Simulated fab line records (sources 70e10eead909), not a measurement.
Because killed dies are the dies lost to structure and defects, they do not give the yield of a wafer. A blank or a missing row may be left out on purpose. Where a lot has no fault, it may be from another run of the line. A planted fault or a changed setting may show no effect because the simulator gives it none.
A single fault, viewed from 2 desks :: flow nand harc :: every desk sees just its own numbers, and what lay behind them comes last

## TOOL OWNER'S DESK, rie diel-10
The tool's own readings at NHARC_A_SLIT_ETCH_15 (etches the open film in O2/COS, target depth 6200 nm, time 1612 s): means of the sampled wafers that have a number, for each lot that ran on this tool. Marked OUT: a lot whose mean sits more than 4 standard deviations from the usual mean, which makes it out of limits; the brackets give that distance.
Columns: A = drypump motor current A at NHARC_A_SLIT_ETCH_15, usual 5.7 A; B = oes product au at NHARC_A_SLIT_ETCH_15, usual 0.998 a.u.; C = rf vpp V at NHARC_A_SLIT_ETCH_15, usual 314.5 V; D = run length s at NHARC_A_SLIT_ETCH_15, usual 1633.5 s; E = showerhead plenum p Torr at NHARC_A_SLIT_ETCH_15, usual 3.14 Torr; F = throttle valve pct at NHARC_A_SLIT_ETCH_15, usual 28.329 %
lot: L450
first seen here: day 20 04:49
A: 5.4
B: 0.989
C: 312.4
D: 1633.6
E: 2.98
F: 28.327

lot: L451
first seen here: day 21 03:11
A: 5.6
B: 1.000
C: 316.2
D: 1633.5
E: 3.20
F: 28.338

lot: L457
first seen here: day 23 13:28
A: 5.6
B: 0.997
C: 314.7
D: 1633.7
E: 3.16
F: 28.337

lot: L460
first seen here: day 24 18:58
A: 5.5
B: 0.998
C: 312.8
D: 1446.4 (-99 or more) OUT
E: 3.09
F: 28.329

lot: L469
first seen here: day 28 13:01
A: 5.6
B: 0.990
C: 312.9
D: 1633.3
E: 3.04
F: 28.331

lot: L470
first seen here: day 28 18:58
A: 5.6
B: 1.001
C: 315.3
D: 1633.7
E: 3.16
F: 28.327
This desk's finding: out of limits on L460; first on L460, day 24 18:58 (run length s at NHARC_A_SLIT_ETCH_15). Within limits: L450, L451, L457, L469, L470.

## AT THE METROLOGY DESK
What the gauges read, lot by lot, whatever tool the lot ran on: means of the sampled wafers that have a number. Marked OUT: a lot whose mean sits more than 4 standard deviations from the usual mean, which makes it out of limits; the brackets give that distance.
Columns: A = cd nm at NHARC_A_SGD_CUT_CD_MEAS_09, usual 100.0 nm
lot: L450
first seen here: day 19 13:35
A: 100.2

lot: L448
first seen here: day 19 13:50
A: 99.9

lot: L451
first seen here: day 20 10:29
A: 99.7

lot: L452
first seen here: day 20 10:38
A: 99.2

lot: L457
first seen here: day 22 22:41
A: 99.5

lot: L460
first seen here: day 24 04:08
A: 99.7

lot: L468
first seen here: day 27 04:01
A: 99.9

lot: L467
first seen here: day 27 04:14
A: 99.5

lot: L469
first seen here: day 28 00:06
A: 99.8

lot: L470
first seen here: day 28 05:23
A: 100.3

lot: L471
first seen here: day 28 05:34
A: 100.2
Finding of this desk: none of the 11 lots has anything out of limits.

## TAKEN TOGETHER
The tool owner's desk could have raised an alarm at day 24 18:58, on L460.
Nothing out of limits was seen by the metrology desk.
The metrology desk has L460 on record, within its limits.
On rie diel-10, each named lot ran NHARC_A_SLIT_ETCH_15.

## WHAT THE SIMULATOR HAD INSERTED
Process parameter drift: rie diel-10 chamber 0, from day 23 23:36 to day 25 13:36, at NHARC_A_SLIT_ETCH_15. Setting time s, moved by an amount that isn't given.
Struck lots among those shown: L460.
Hours from the fault's start to each desk's first reading out of limits: the tool owner's desk, 19.
